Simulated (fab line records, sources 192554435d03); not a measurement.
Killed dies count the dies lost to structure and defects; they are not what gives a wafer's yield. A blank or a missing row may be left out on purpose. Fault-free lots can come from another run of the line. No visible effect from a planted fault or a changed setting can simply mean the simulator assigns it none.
fab line records | flow n5_finfet | part 1 of 2: steps 1 to 4 of 6
[record] lots = 20 | wafers = 60 | last_day = 18
route steps=1938 shown WELL_APT@46 FIN_SAQP@94 FIN_CUT@168
lots with no fault: from the same line, run without faults
start_h: the number of hours between the record's first day and the start of the first shown wafer of the lot | wait_h: hours since the lot's step before | " unchanged from the row above | L1.1+2: a single row standing in for several wafers | - no value, or no start given | * or withheld: withheld | < > ~ a bound
route shown NAME@n: a module of which the file shows steps, and the number in the route of the first | usual: average and standard deviation across the fault-free wafers | same: alike in all rows | chamber/n: place in a boat | sites: readings site by site | _std_site: standard deviation of those values | _edge_site: outer sites' mean less inner sites' | radius_mm: how far each site lies from the wafer's centre | mask NAME#n: copy n | behind: the most recent tool/chamber to have shaped the wafer | hold: why the lot was held/for how many hours/how that ended | device: the n, p or np transistor that did not switch | end of line: at the end of the route, the tests of the same wafers | a step without rows: its recipe alone | killed: dies that structure and defects cost at the first sort, which is not the same as the wafer's yield | map: shows each die of a wafer: x if killed, . if not, _ if none is there
set.NAME: the setting as run; set.NAME@STEP: as run at that earlier step | model.NAME: the simulator's own value behind a step, which no gauge read
route steps across a sampled set of lots; one table per step, one row per wafer
services: when a tool's chamber went out of use (start_h, in hours from the record's first day, below 0 if earlier), for how many hours, and the reason
[[steps]]
[step N5_WELL_APT_DESCUM_30]
[recipe] chemistry = O2 | time_s = 7.9 | source_power_w = 50 | bias_power_w = 20 | pressure_mtorr = 20 | rf_frequency_hz = 2.712e+07 | temp_c = 40 | o2_flow_sccm = 225
[usual] drypump_motor_current_A = 5.8/0.45 | oes_product_au = 0.76/0.077 | rf_vpp_V = 243.2/1.3 | showerhead_plenum_p_Torr = 2.09/0.065 | throttle_valve_pct = 20.32/0.3
[same] time_s = 7.9
lot.wafer | tool        | chamber | start_h | wait_h | drypump_motor_current_A | oes_product_au | rf_hours_counter_h | rf_vpp_V | showerhead_plenum_p_Torr | throttle_valve_pct
L074.2    | rie_diel-02 | 2       | 15.02   | 0.0    | 5.6                     | 0.70           | 213                | 244.1    | 2.16                     | 20.88
L074.3    | "           | 3       | "       | "      | 5.8                     | 0.89           | 33                 | 243.2    | 2.13                     | 20.27
L074.6    | "           | 0       | "       | "      | 5.5                     | 0.87           | -                  | 243.0    | 2.12                     | 19.85
L075.1    | rie_diel-02 | 0       | 20.89   | 0.0    | 5.5                     | 0.86           | 49                 | 243.4    | 2.12                     | 19.85
L075.2    | "           | 1       | "       | "      | 4.8                     | 0.73           | 171                | 242.4    | 2.00                     | 20.26
L075.3    | "           | 3       | "       | "      | 5.9                     | 0.88           | 35                 | 244.2    | 2.13                     | 20.29
L076.1    | rie_diel-03 | 1       | 27.58   | 0.0    | 5.8                     | 0.76           | 152                | 245.1    | 2.19                     | 20.32
L076.3    | "           | 2       | "       | "      | 6.4                     | 0.77           | 144                | 241.4    | 2.01                     | 20.29
L076.4    | "           | 3       | "       | "      | 6.3                     | 0.73           | 192                | 242.7    | 2.09                     | 20.70
L078.1    | rie_diel-01 | 2       | 39.01   | 0.0    | 5.6                     | 0.80           | 114                | 243.5    | 2.10                     | 19.96
L078.2    | "           | 0       | "       | "      | 6.2                     | 0.71           | 201                | 243.5    | 2.15                     | 20.08
L078.5    | "           | 2       | "       | "      | 5.6                     | 0.80           | -                  | 244.8    | 2.10                     | 19.98
L079.2    | rie_diel-02 | 3       | 45.25   | 0.0    | 5.9                     | 0.86           | 44                 | 244.5    | 2.12                     | 20.30
L079.4    | "           | 2       | "       | "      | 5.6                     | 0.69           | 224                | 243.7    | 2.15                     | 20.90
L079.5    | "           | 2       | "       | "      | 5.6                     | 0.69           | -                  | 243.2    | 2.15                     | 20.88
L080.1    | rie_diel-02 | 0       | 51.05   | 0.0    | 5.5                     | 0.86           | 60                 | 244.9    | 2.11                     | 19.87
L080.3    | "           | 3       | "       | "      | 5.8                     | 0.85           | 47                 | 243.6    | 2.12                     | 20.32
L080.5    | "           | 3       | "       | "      | 5.9                     | 0.86           | -                  | 243.9    | 2.12                     | 20.31
L081.2    | rie_diel-01 | 2       | 57.19   | 0.1    | 5.6                     | 0.80           | 123                | 244.2    | 2.09                     | 19.99
L081.3    | "           | 1       | "       | "      | 5.9                     | 0.67           | 256                | 241.7    | 2.05                     | 20.51
L081.6    | "           | 0       | "       | "      | 6.2                     | 0.72           | -                  | 244.7    | 2.15                     | 20.12
L082.3    | rie_diel-02 | 1       | 63.42   | 0.0    | 4.8                     | 0.73           | 186                | 242.3    | 2.00                     | 20.29
L082.4    | "           | 2       | "       | "      | 5.6                     | 0.69           | 231                | 243.5    | 2.15                     | 20.91
L082.5    | "           | 3       | "       | "      | 5.9                     | 0.85           | -                  | 243.6    | 2.12                     | 20.31
L083.3    | rie_diel-01 | 2       | 69.24   | 0.1    | 5.6                     | 0.80           | 128                | 243.0    | 2.09                     | 19.96
L083.5    | "           | 3       | "       | "      | 6.2                     | 0.98           | -                  | 245.8    | 2.24                     | 20.04
L083.6    | "           | 2       | "       | "      | 5.6                     | 0.79           | -                  | 242.7    | 2.09                     | 19.98
L084.2    | rie_diel-02 | 3       | 76.03   | 0.7    | 5.8                     | 0.84           | 56                 | 244.2    | 2.12                     | 20.34
L084.5    | "           | 2       | "       | "      | 5.6                     | 0.67           | -                  | 244.6    | 2.15                     | 20.92
L084.6    | "           | 1       | "       | "      | 4.8                     | 0.73           | -                  | 241.7    | 2.00                     | 20.28
L085.3    | rie_diel-01 | 0       | 82.17   | 0.5    | 6.2                     | 0.69           | 224                | 243.4    | 2.15                     | 20.14
L085.4    | "           | 0       | "       | "      | 6.1                     | 0.70           | -                  | 245.5    | 2.15                     | 20.12
L085.6    | "           | 2       | "       | "      | 5.6                     | 0.78           | -                  | 242.7    | 2.09                     | 20.01
L087.2    | rie_diel-02 | 2       | 93.31   | 0.0    | 5.6                     | 0.68           | 244                | 241.9    | 2.15                     | 20.93
L087.4    | "           | 0       | "       | "      | 5.5                     | 0.84           | 76                 | 242.2    | 2.11                     | 19.92
L087.5    | "           | 1       | "       | "      | 4.8                     | 0.72           | -                  | 241.2    | 1.99                     | 20.29
L089.1    | rie_diel-02 | 3       | 105.35  | 0.0    | 5.8                     | 0.83           | 68                 | 243.5    | 2.12                     | 20.36
L089.5    | "           | 2       | "       | "      | 5.6                     | 0.67           | -                  | 245.0    | 2.15                     | 20.93
L089.6    | "           | 3       | "       | "      | 5.8                     | 0.82           | -                  | 243.6    | 2.12                     | 20.35
L090.3    | rie_diel-03 | 2       | 111.28  | 0.0    | 6.4                     | 0.73           | 169                | 242.2    | 2.00                     | 20.32
L090.5    | "           | 1       | "       | "      | 5.8                     | 0.74           | -                  | 243.3    | 2.18                     | 20.35
L090.6    | "           | 0       | "       | "      | 6.3                     | 0.69           | -                  | 242.8    | 2.06                     | 20.23
L091.1    | rie_diel-03 | 2       | 117.22  | 0.0    | 6.4                     | 0.73           | 171                | 241.5    | 2.00                     | 20.32
L091.4    | "           | 1       | "       | "      | 5.8                     | 0.73           | 178                | 245.1    | 2.18                     | 20.34
L091.5    | "           | 3       | "       | "      | 6.3                     | 0.71           | -                  | 244.1    | 2.08                     | 20.73
L092.4    | rie_diel-02 | 1       | 123.14  | 0.1    | 4.8                     | 0.70           | -                  | 241.8    | 1.99                     | 20.30
L092.5    | "           | 0       | "       | "      | 5.5                     | 0.82           | -                  | 242.3    | 2.10                     | 19.92
L092.6    | "           | 3       | "       | "      | 5.8                     | 0.83           | -                  | 244.1    | 2.11                     | 20.34
L093.2    | rie_diel-03 | 3       | 129.06  | 0.1    | 6.3                     | 0.72           | 224                | 242.0    | 2.08                     | 20.73
L093.3    | "           | 2       | "       | "      | 6.4                     | 0.74           | 176                | 242.3    | 2.00                     | 20.35
L093.4    | "           | 0       | "       | "      | 6.3                     | 0.68           | 240                | 243.0    | 2.06                     | 20.25
L094.1    | rie_diel-02 | 2       | 135.12  | 0.0    | 5.6                     | 1.00           | 1                  | 244.3    | 2.15                     | 20.59
L094.4    | "           | 1       | "       | "      | 4.8                     | 0.71           | 215                | 241.1    | 1.99                     | 20.31
L094.5    | "           | 3       | "       | "      | 5.9                     | 0.82           | -                  | 243.8    | 2.11                     | 20.37
L096.1    | rie_diel-03 | 1       | 147.68  | 0.5    | 5.8                     | 0.73           | 190                | 245.9    | 2.18                     | 20.38
L096.5    | "           | 2       | "       | "      | 6.4                     | 0.73           | -                  | 241.3    | 1.99                     | 20.35
L096.6    | "           | 3       | "       | "      | 6.3                     | 0.70           | -                  | 242.9    | 2.07                     | 20.76
L097.1    | rie_diel-03 | 2       | 153.04  | 0.0    | 6.4                     | 0.73           | 185                | 240.4    | 1.99                     | 20.34
L097.3    | "           | 0       | "       | "      | 6.3                     | 0.67           | 249                | 241.9    | 2.06                     | 20.25
L097.5    | "           | 1       | "       | "      | 5.8                     | 0.72           | -                  | 245.2    | 2.17                     | 20.40
[step N5_FIN_SAQP_ALD_61]
[recipe] material = SiO2 | target_thk_a = 40 | temp_c = 300 | ald_precursor_family = BDEAS | ald_co_reactant = O2-plasma | pulse_time_s = 1 | purge_time_s = 2 | co_reactant_purge_time_s = 2 | ald_cycles = 43 | pressure_torr = 2
[usual] heater_power_w = 485/40 | precursor_pulse_height_rel = 0.998/0.02
lot.wafer | tool       | chamber | start_h | wait_h | heater_power_w | precursor_pulse_height_rel
L074.2    | ald_sin-02 | 0       | 21.11   | 0.3    | 506            | 1.016
L074.3    | "          | 2       | "       | "      | 493            | 1.009
L074.6    | "          | 2       | "       | "      | 486            | 0.966
L075.1    | ald_sin-02 | 2       | 26.73   | 0.0    | 484            | 0.989
L075.2    | "          | 3       | "       | "      | 423            | 0.979
L075.3    | "          | 0       | "       | "      | 504            | 0.998
L076.1    | ald_sin-02 | 1       | 33.25   | 0.0    | 478            | 1.010
L076.3    | "          | 2       | "       | "      | 498            | 0.937
L076.4    | "          | 3       | "       | "      | 435            | 1.029
L078.1    | ald_sin-03 | 2       | 44.15   | 0.0    | 487            | 0.996
L078.2    | "          | 3       | "       | "      | 495            | 1.003
L078.5    | "          | 3       | "       | "      | 498            | 0.974
L079.2    | ald_sin-03 | 0       | 50.44   | 0.0    | 506            | 1.005
L079.4    | "          | 1       | "       | "      | 516            | 0.996
L079.5    | "          | 0       | "       | "      | 508            | 0.997
L080.1    | ald_sin-03 | 1       | 56.73   | 0.0    | 507            | 0.984
L080.3    | "          | 2       | "       | "      | 488            | 0.997
L080.5    | "          | 3       | "       | "      | 496            | 1.017
L081.2    | ald_sin-03 | 3       | 62.50   | 0.0    | 507            | 0.982
L081.3    | "          | 2       | "       | "      | 472            | 1.000
L081.6    | "          | 1       | "       | "      | 497            | 0.996
L082.3    | ald_sin-02 | 0       | 68.51   | 0.0    | 508            | 0.993
L082.4    | "          | 1       | "       | "      | 456            | 0.980
L082.5    | "          | 0       | "       | "      | 499            | 0.994
L083.3    | ald_sin-03 | 1       | 74.82   | 0.4    | 492            | 0.987
L083.5    | "          | 1       | "       | "      | 504            | 0.984
L083.6    | "          | 0       | "       | "      | 514            | 0.993
L084.2    | ald_sin-03 | 2       | 81.44   | 0.0    | 485            | 0.975
L084.5    | "          | 1       | "       | "      | 506            | 0.994
L084.6    | "          | 0       | "       | "      | 514            | 0.992
L085.3    | ald_sin-02 | 0       | 89.04   | 1.8    | 496            | 1.010
L085.4    | "          | 1       | "       | "      | 458            | 0.990
L085.6    | "          | 2       | "       | "      | 484            | 1.002
L087.2    | ald_sin-01 | 3       | 98.35   | 0.0    | 432            | 0.958
L087.4    | "          | 2       | "       | "      | 397            | 0.998
L087.5    | "          | 2       | "       | "      | 397            | 1.011
L089.1    | ald_sin-03 | 3       | 111.52  | 1.1    | 453            | 0.994
L089.5    | "          | 3       | "       | "      | 472            | 1.001
L089.6    | "          | 1       | "       | "      | 493            | 1.010
L090.3    | ald_sin-03 | 1       | 116.56  | 0.0    | 481            | 1.025
L090.5    | "          | 2       | "       | "      | 515            | 1.019
L090.6    | "          | 3       | "       | "      | 464            | 0.989
L091.1    | ald_sin-01 | 3       | 123.59  | 0.4    | 426            | 1.008
L091.4    | "          | 2       | "       | "      | 401            | 1.016
L091.5    | "          | 1       | "       | "      | 560            | 0.994
L092.4    | ald_sin-03 | 2       | 128.49  | 0.0    | 511            | 1.024
L092.5    | "          | 1       | "       | "      | 487            | 0.998
L092.6    | "          | 0       | "       | "      | 492            | 1.014
L093.2    | ald_sin-02 | 0       | 134.32  | 0.0    | 499            | 1.014
L093.3    | "          | 1       | "       | "      | 468            | 1.004
L093.4    | "          | 3       | "       | "      | 428            | 0.991
L094.1    | ald_sin-03 | 1       | 140.41  | 0.0    | 491            | 0.986
L094.4    | "          | 3       | "       | "      | 471            | 1.005
L094.5    | "          | 2       | "       | "      | 510            | 1.004
L096.1    | ald_sin-03 | 1       | 153.66  | 1.0    | 488            | 0.951
L096.5    | "          | 1       | "       | "      | 483            | 1.041
L096.6    | "          | 0       | "       | "      | 490            | 0.997
L097.1    | ald_sin-03 | 3       | 158.36  | 0.2    | 479            | 0.991
L097.3    | "          | 1       | "       | "      | 491            | 1.015
L097.5    | "          | 1       | "       | "      | 485            | 0.987
[step N5_FIN_SAQP_OVL_MEAS_17]
[recipe] points_per_wafer = 44
[usual] FIN_CORE_OVL = -0.2/0.84
lot.wafer | tool       | chamber | start_h | wait_h | FIN_CORE_OVL[nm]
L074.2    | overlay-02 | 0       | 22.34   | 0.0    | -0.6
L074.3    | "          | 0       | "       | "      | -2.2
L074.6    | "          | 0       | "       | "      | -0.7
L075.1    | overlay-02 | 0       | 27.97   | 0.0    | -1.0
L075.2    | "          | 0       | "       | "      | -0.7
L075.3    | "          | 0       | "       | "      | -0.4
L076.1    | overlay-01 | 0       | 34.54   | 0.0    | 0.0
L076.3    | "          | 0       | "       | "      | 0.0
L076.4    | "          | 0       | "       | "      | -0.6
L078.1    | overlay-02 | 0       | 45.38   | 0.0    | 1.6
L078.2    | "          | 0       | "       | "      | -0.2
L078.5    | "          | 0       | "       | "      | -0.3
L079.2    | overlay-02 | 0       | 51.68   | 0.0    | 0.6
L079.4    | "          | 0       | "       | "      | 0.1
L079.5    | "          | 0       | "       | "      | -0.6
L080.1    | overlay-02 | 0       | 57.97   | 0.0    | -1.4
L080.3    | "          | 0       | "       | "      | 0.3
L080.5    | "          | 0       | "       | "      | 1.5
L081.2    | overlay-01 | 0       | 63.61   | 0.0    | 1.1
L081.3    | "          | 0       | "       | "      | 0.6
L081.6    | "          | 0       | "       | "      | 0.0
L082.3    | overlay-02 | 0       | 69.75   | 0.0    | 0.8
L082.4    | "          | 0       | "       | "      | 0.6
L082.5    | "          | 0       | "       | "      | 1.0
L083.3    | overlay-02 | 0       | 75.96   | 0.0    | 0.9
L083.5    | "          | 0       | "       | "      | -0.2
L083.6    | "          | 0       | "       | "      | 1.2
L084.2    | overlay-02 | 0       | 82.82   | 0.0    | -0.2
L084.5    | "          | 0       | "       | "      | 0.4
L084.6    | "          | 0       | "       | "      | 0.0
L085.3    | overlay-01 | 0       | 90.34   | 0.0    | -0.6
L085.4    | "          | 0       | "       | "      | 1.2
L085.6    | "          | 0       | "       | "      | 0.5
L087.2    | overlay-01 | 0       | 99.73   | 0.0    | 0.4
L087.4    | "          | 0       | "       | "      | -0.1
L087.5    | "          | 0       | "       | "      | -0.3
L089.1    | overlay-01 | 0       | 112.63  | 0.0    | -0.7
L089.5    | "          | 0       | "       | "      | -0.3
L089.6    | "          | 0       | "       | "      | -1.6
L090.3    | overlay-02 | 0       | 118.06  | 0.0    | 0.6
L090.5    | "          | 0       | "       | "      | -1.0
L090.6    | "          | 0       | "       | "      | 0.7
L091.1    | overlay-02 | 0       | 125.08  | 0.0    | -0.6
L091.4    | "          | 0       | "       | "      | -1.2
L091.5    | "          | 0       | "       | "      | -1.2
L092.4    | overlay-02 | 0       | 129.73  | 0.0    | -0.9
L092.5    | "          | 0       | "       | "      | -3.4
L092.6    | "          | 0       | "       | "      | -2.0
L093.2    | overlay-01 | 0       | 135.56  | 0.0    | -0.2
L093.3    | "          | 0       | "       | "      | -0.6
L093.4    | "          | 0       | "       | "      | -1.6
L094.1    | overlay-01 | 0       | 141.64  | 0.0    | -1.3
L094.4    | "          | 0       | "       | "      | -0.2
L094.5    | "          | 0       | "       | "      | -1.3
L096.1    | overlay-02 | 0       | 154.97  | 0.0    | 0.2
L096.5    | "          | 0       | "       | "      | -0.8
L096.6    | "          | 0       | "       | "      | 0.9
L097.1    | overlay-01 | 0       | 159.59  | 0.0    | -0.8
L097.3    | "          | 0       | "       | "      | 0.6
L097.5    | "          | 0       | "       | "      | -0.1
[step N5_FIN_SAQP_ETCH_51]
[recipe] chemistry = CF4 | target = SiARC | target_depth_a = 455 | mask_material = CAR-ArF | time_s = 75.8 | ion_energy_ev = 80 | pressure_mtorr = 40 | source_w = 545 | bias_w = 36 | Ar_flow_sccm = 100 | cf4_flow_sccm = 100 | ends = cleared
[usual] cf4_flow_sccm = 99.98/0.27 | drypump_motor_current_A = 5.8/0.42 | etch_rf_on_time_s = 75.3/1 | oes_product_au = 0.67/0.075 | rf_vpp_V = 184.2/1.1 | showerhead_plenum_p_Torr = 2.15/0.061 | throttle_valve_pct = 15.51/0.27
lot.wafer | tool        | chamber | start_h | wait_h | cf4_flow_sccm | drypump_motor_current_A | etch_rf_on_time_s | oes_product_au | rf_hours_counter_h | rf_vpp_V | showerhead_plenum_p_Torr | throttle_valve_pct
L074.2    | rie_diel-01 | 0       | 22.48   | 0.0    | 99.68         | 6.2                     | 76.4              | 0.61           | 195                | 186.1    | 2.21                     | 15.39
L074.3    | "           | 1       | "       | "      | 100.10        | 5.9                     | 76.8              | 0.58           | 241                | 185.9    | 2.11                     | 15.77
L074.6    | "           | 1       | "       | "      | 100.26        | 5.9                     | 77.5              | 0.57           | -                  | 184.2    | 2.11                     | 15.78
L075.1    | rie_diel-01 | 2       | 28.06   | 0.0    | 99.20         | 5.6                     | 73.9              | 0.70           | 110                | 184.9    | 2.15                     | 15.22
L075.2    | "           | 1       | "       | "      | 100.19        | 5.9                     | 76.4              | 0.57           | 244                | 182.9    | 2.11                     | 15.77
L075.3    | "           | 0       | "       | "      | 99.90         | 6.2                     | 74.7              | 0.63           | 198                | 184.8    | 2.21                     | 15.39
L076.1    | rie_diel-02 | 1       | 34.63   | 0.0    | 99.72         | 4.8                     | 74.5              | 0.62           | 177                | 182.8    | 2.05                     | 15.49
L076.3    | "           | 2       | "       | "      | 99.64         | 5.7                     | 75.9              | 0.60           | 221                | 185.8    | 2.20                     | 16.13
L076.4    | "           | 0       | "       | "      | 99.59         | 5.4                     | 73.3              | 0.75           | 54                 | 184.4    | 2.17                     | 15.10
L078.1    | rie_diel-02 | 0       | 45.83   | 0.0    | 99.76         | 5.5                     | 73.7              | 0.73           | 58                 | 184.4    | 2.17                     | 15.12
L078.2    | "           | 3       | "       | "      | 99.69         | 5.9                     | 76.5              | 0.74           | 45                 | 183.2    | 2.18                     | 15.50
L078.5    | "           | 2       | "       | "      | 99.36         | 5.6                     | 76.0              | 0.59           | -                  | 183.4    | 2.20                     | 16.14
L079.2    | rie_diel-02 | 0       | 51.77   | 0.0    | 100.23        | 5.5                     | 74.6              | 0.73           | 60                 | 184.5    | 2.17                     | 15.09
L079.4    | "           | 2       | "       | "      | 100.16        | 5.6                     | 76.8              | 0.59           | 227                | 184.1    | 2.20                     | 16.14
L079.5    | "           | 3       | "       | "      | 100.05        | 5.8                     | 76.1              | 0.74           | -                  | 184.1    | 2.18                     | 15.50
L080.1    | rie_diel-02 | 3       | 58.22   | 0.0    | 100.01        | 5.9                     | 75.5              | 0.73           | 48                 | 184.1    | 2.18                     | 15.52
L080.3    | "           | 0       | "       | "      | 100.12        | 5.5                     | 73.7              | 0.73           | 62                 | 185.2    | 2.17                     | 15.13
L080.5    | "           | 0       | "       | "      | 100.49        | 5.5                     | 73.9              | 0.73           | -                  | 185.7    | 2.17                     | 15.12
L081.2    | rie_diel-02 | 0       | 63.74   | 0.0    | 100.51        | 5.5                     | 74.3              | 0.72           | 64                 | 183.5    | 2.17                     | 15.11
L081.3    | "           | 2       | "       | "      | 99.96         | 5.6                     | 76.2              | 0.59           | 231                | 184.8    | 2.20                     | 16.15
L081.6    | "           | 3       | "       | "      | 99.89         | 5.8                     | 75.8              | 0.73           | -                  | 184.7    | 2.18                     | 15.52
L082.3    | rie_diel-03 | 3       | 69.84   | 0.0    | 100.06        | 6.3                     | 76.4              | 0.61           | 209                | 184.2    | 2.13                     | 15.88
L082.4    | "           | 2       | "       | "      | 99.76         | 6.4                     | 75.9              | 0.63           | 161                | 182.5    | 2.05                     | 15.48
L082.5    | "           | 3       | "       | "      | 100.03        | 6.3                     | 76.0              | 0.62           | -                  | 184.8    | 2.13                     | 15.88
L083.3    | rie_diel-02 | 3       | 76.42   | 0.0    | 100.12        | 5.8                     | 75.9              | 0.72           | 56                 | 184.2    | 2.18                     | 15.51
L083.5    | "           | 3       | "       | "      | 100.15        | 5.8                     | 75.2              | 0.72           | -                  | 185.9    | 2.17                     | 15.53
L083.6    | "           | 0       | "       | "      | 99.72         | 5.4                     | 72.8              | 0.73           | -                  | 184.5    | 2.17                     | 15.13
L084.2    | rie_diel-02 | 1       | 83.62   | 0.0    | 100.00        | 4.9                     | 75.2              | 0.62           | 195                | 183.3    | 2.05                     | 15.54
L084.5    | "           | 3       | "       | "      | 100.02        | 5.9                     | 75.6              | 0.72           | -                  | 184.7    | 2.17                     | 15.53
L084.6    | "           | 2       | "       | "      | 100.25        | 5.6                     | 76.1              | 0.58           | -                  | 186.3    | 2.20                     | 16.17
L085.3    | rie_diel-03 | 3       | 90.77   | 0.0    | 99.73         | 6.3                     | 75.4              | 0.62           | 211                | 184.3    | 2.13                     | 15.90
L085.4    | "           | 2       | "       | "      | 99.57         | 6.4                     | 75.4              | 0.63           | 163                | 183.4    | 2.05                     | 15.48
L085.6    | "           | 2       | "       | "      | 100.20        | 6.4                     | 75.6              | 0.64           | -                  | 182.0    | 2.05                     | 15.48
L087.2    | rie_diel-02 | 2       | 99.82   | 0.0    | 99.85         | 5.6                     | 75.7              | 0.58           | 247                | 186.3    | 2.20                     | 16.17
L087.4    | "           | 0       | "       | "      | 99.96         | 5.5                     | 73.7              | 0.71           | 79                 | 183.6    | 2.16                     | 15.14
L087.5    | "           | 3       | "       | "      | 100.14        | 5.8                     | 75.6              | 0.70           | -                  | 182.4    | 2.17                     | 15.52
L089.1    | rie_diel-01 | 0       | 113.23  | 0.0    | 100.18        | 6.2                     | 75.7              | 0.60           | 238                | 185.2    | 2.19                     | 15.49
L089.5    | "           | 2       | "       | "      | 99.70         | 5.6                     | 75.0              | 0.67           | -                  | 184.4    | 2.14                     | 15.33
L089.6    | "           | 1       | "       | "      | 100.35        | 5.9                     | 74.1              | 0.81           | -                  | 183.6    | 2.10                     | 15.31
L090.3    | rie_diel-01 | 2       | 118.15  | 0.0    | 100.14        | 5.6                     | 74.4              | 0.67           | 152                | 183.8    | 2.14                     | 15.31
L090.5    | "           | 1       | "       | "      | 99.71         | 5.9                     | 73.5              | 0.80           | -                  | 182.5    | 2.10                     | 15.30
L090.6    | "           | 0       | "       | "      | 100.15        | 6.2                     | 75.6              | 0.59           | -                  | 184.6    | 2.19                     | 15.48
L091.1    | rie_diel-02 | 1       | 125.30  | 0.0    | 100.42        | 4.8                     | 75.0              | 0.61           | 212                | 181.8    | 2.04                     | 15.58
L091.4    | "           | 1       | "       | "      | 100.06        | 4.8                     | 75.2              | 0.60           | -                  | 182.3    | 2.04                     | 15.56
L091.5    | "           | 0       | "       | "      | 99.84         | 5.5                     | 74.9              | 0.70           | -                  | 183.1    | 2.16                     | 15.17
L092.4    | rie_diel-01 | 2       | 129.82  | 0.0    | 100.09        | 5.6                     | 75.7              | 0.66           | 157                | 184.9    | 2.14                     | 15.32
L092.5    | "           | 2       | "       | "      | 100.33        | 5.6                     | 75.0              | 0.66           | -                  | 184.7    | 2.14                     | 15.30
L092.6    | "           | 1       | "       | "      | 100.01        | 5.9                     | 74.3              | 0.79           | -                  | 183.8    | 2.10                     | 15.31
L093.2    | rie_diel-02 | 2       | 135.65  | 0.0    | 100.12        | 5.6                     | 75.4              | 0.85           | 1                  | 184.7    | 2.19                     | 15.67
L093.3    | "           | 1       | "       | "      | 100.20        | 4.8                     | 75.4              | 0.60           | 215                | 182.6    | 2.04                     | 15.55
L093.4    | "           | 3       | "       | "      | 99.88         | 5.9                     | 76.3              | 0.70           | 80                 | 185.4    | 2.17                     | 15.58
L094.1    | rie_diel-01 | 2       | 142.58  | 0.0    | 99.68         | 5.6                     | 75.8              | 0.66           | 161                | 184.5    | 2.14                     | 15.33
L094.4    | "           | 0       | "       | "      | 99.90         | 6.1                     | 76.2              | 0.59           | 249                | 185.2    | 2.19                     | 15.50
L094.5    | "           | 3       | "       | "      | 99.81         | 6.2                     | 74.7              | 0.75           | -                  | 185.5    | 2.26                     | 15.23
L096.1    | rie_diel-03 | 1       | 155.07  | 0.0    | 100.76        | 5.8                     | 74.2              | 0.62           | 193                | 186.0    | 2.21                     | 15.58
L096.5    | "           | 0       | "       | "      | 100.39        | 6.3                     | 76.7              | 0.59           | -                  | 184.7    | 2.11                     | 15.56
L096.6    | "           | 1       | "       | "      | 100.01        | 5.8                     | 74.4              | 0.62           | -                  | 185.6    | 2.21                     | 15.56
L097.1    | rie_diel-03 | 3       | 159.69  | 0.0    | 100.11        | 6.3                     | 75.8              | 0.60           | 234                | 184.7    | 2.12                     | 15.93
L097.3    | "           | 1       | "       | "      | 99.71         | 5.8                     | 74.7              | 0.62           | 194                | 183.9    | 2.21                     | 15.57
L097.5    | "           | 2       | "       | "      | 100.01        | 6.4                     | 75.1              | 0.62           | -                  | 181.4    | 2.04                     | 15.54
